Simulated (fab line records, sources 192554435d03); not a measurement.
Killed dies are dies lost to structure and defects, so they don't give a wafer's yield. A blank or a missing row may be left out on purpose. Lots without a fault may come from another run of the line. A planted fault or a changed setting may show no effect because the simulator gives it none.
Split-lot experiment | flow n5_finfet | 7 lots, 39 wafers read, on a route of 1938 steps

THE SPLIT
At N5_SD_EPI_N_DEVELOP_08 (develop time 30 s), the setting develop_time_s was moved away from the recipe's 30 s on 12 of the 39 wafers read, by -46.5% to +27.0%. The other wafers ran this setting at the recipe's value.

The file shows no step between the split and the reading.

THE READING
cd_nm, in nm, at N5_SD_EPI_N_CD_MEAS_09 (target cd 120 nm). Fault-free wafers of this fab line usually give 120.2 nm, standard deviation 0.48 nm.

wafer  | tool, chamber at the split | develop_time_s as run, s | against the recipe | cd_nm, nm | against lot-mates on the recipe
L074.1 | litho_track-02, 0          | 23.09                    | -23.0%             | 118.6     | -1.3
L074.2 | litho_track-02, 0          | 23.09                    | -23.0%             | 118.5     | -1.4
L074.3 | litho_track-02, 0          | 30                       | recipe             | 119.6     | -
L074.4 | litho_track-02, 0          | 30                       | recipe             | 120.0     | -
L074.5 | litho_track-02, 0          | 30                       | recipe             | 120.0     | -
L074.6 | litho_track-02, 0          | 23.09                    | -23.0%             | 118.5     | -1.4
L077.1 | litho_track-02, 0          | 30                       | recipe             | 120.5     | -
L077.2 | litho_track-02, 0          | 30                       | recipe             | 119.8     | -
L077.3 | litho_track-02, 0          | 30                       | recipe             | 120.4     | -
L077.4 | litho_track-02, 0          | 30                       | recipe             | 120.6     | -
L077.5 | litho_track-02, 0          | 30                       | recipe             | 119.9     | -
L077.6 | litho_track-02, 0          | 30                       | recipe             | 119.8     | -
L079.1 | litho_track-04, 0          | 38.09                    | +27.0%             | 121.5     | +1.0
L079.2 | litho_track-04, 0          | 30                       | recipe             | 121.0     | -
L079.3 | litho_track-04, 0          | 38.09                    | +27.0%             | 122.1     | +1.6
L079.4 | litho_track-04, 0          | 30                       | recipe             | 120.5     | -
L079.5 | litho_track-04, 0          | 38.09                    | +27.0%             | 121.9     | +1.4
L079.6 | litho_track-04, 0          | 30                       | recipe             | 120.0     | -
L081.1 | litho_track-02, 0          | 30                       | recipe             | 121.4     | -
L081.2 | litho_track-02, 0          | 30                       | recipe             | 120.9     | -
L081.4 | litho_track-02, 0          | 30                       | recipe             | 120.3     | -
L083.1 | litho_track-05, 0          | 36.35                    | +21.2%             | 121.7     | +1.6
L083.2 | litho_track-05, 0          | 30                       | recipe             | 120.2     | -
L083.3 | litho_track-05, 0          | 30                       | recipe             | 119.9     | -
L083.4 | litho_track-05, 0          | 36.35                    | +21.2%             | 120.9     | +0.8
L083.5 | litho_track-05, 0          | 30                       | recipe             | 120.2     | -
L083.6 | litho_track-05, 0          | 36.35                    | +21.2%             | 121.4     | +1.3
L091.1 | litho_track-04, 0          | 30                       | recipe             | 120.6     | -
L091.2 | litho_track-04, 0          | 16.06                    | -46.5%             | 117.1     | -3.4
L091.3 | litho_track-04, 0          | 30                       | recipe             | 120.5     | -
L091.4 | litho_track-04, 0          | 16.06                    | -46.5%             | 116.4     | -4.1
L091.5 | litho_track-04, 0          | 30                       | recipe             | 120.4     | -
L091.6 | litho_track-04, 0          | 16.06                    | -46.5%             | 117.1     | -3.4
L092.1 | litho_track-05, 0          | 30                       | recipe             | 120.4     | -
L092.2 | litho_track-05, 0          | 30                       | recipe             | 119.6     | -
L092.3 | litho_track-05, 0          | 30                       | recipe             | 120.2     | -
L092.4 | litho_track-05, 0          | 30                       | recipe             | 120.3     | -
L092.5 | litho_track-05, 0          | 30                       | recipe             | 119.6     | -
L092.6 | litho_track-05, 0          | 30                       | recipe             | 119.9     | -

THE FIT
A straight line over all 39 wafers: cd_nm changes by +0.0674 nm for each +1% of develop_time_s; r = +0.94; the points scatter about the line by 0.42 nm.
The same after taking each lot's own level away (the mean of its wafers on the recipe; 39 wafers): +0.0673 nm for each +1%; r = +0.96; scatter 0.37 nm.
On that fit, the largest move of develop_time_s shifts the reading by 3.1 nm.
The lots' own levels span 119.87 to 120.87 nm, that is 2.1 times the standard deviation above.
So the lot-to-lot level changes the slope little: the two slopes agree.
Check: with one of the wafers moved furthest among these (-46.5%) left out of the fit, the line predicts -3.15 nm for it against its lot-mates. It came out at -3.4 nm against them.

OTHER SPLITS ON THESE WAFERS
These wafers also went through other splits before the reading. Each is held against what the fit with the lots' levels taken away leaves over:
other split on the same wafers     | wafers away from the commonest value | r with cd_nm (lot level and that fit taken away)
N5_ZERO_LAYER_PECVD_02 time_s      | 12                                   | +0.14
N5_FIN_SAQP_ETCH_69 target_depth_a | 15                                   | +0.18

THE WHOLE CHAIN: every reading that the file lists as answering this split, in the file's order
step                   | what it does                                           | reading                                                         | change (the file's fit)                | r (the file's)
N5_SD_EPI_N_CD_MEAS_09 | target cd 120 nm                                       | cd_nm                                                           | +0.0675 nm for each +1% of the setting | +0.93
N5_SD_EPI_N_DESCUM_14  | chemistry O2, time 7.9 s                               | SD_EPI_N.cd_nm (the simulator's own value, which no gauge read) | +0.0655 nm for each +1% of the setting | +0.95
N5_SD_EPI_N_ETCH_34    | etches SiARC in CF4, target depth 45.5 nm, time 75.8 s | SD_EPI_N.cd_nm (the simulator's own value, which no gauge read) | +0.0635 nm for each +1% of the setting | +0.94

THE FILE'S OWN FIT
cd_nm changes by +0.0675 nm for each +1% of develop_time_s, r = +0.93.
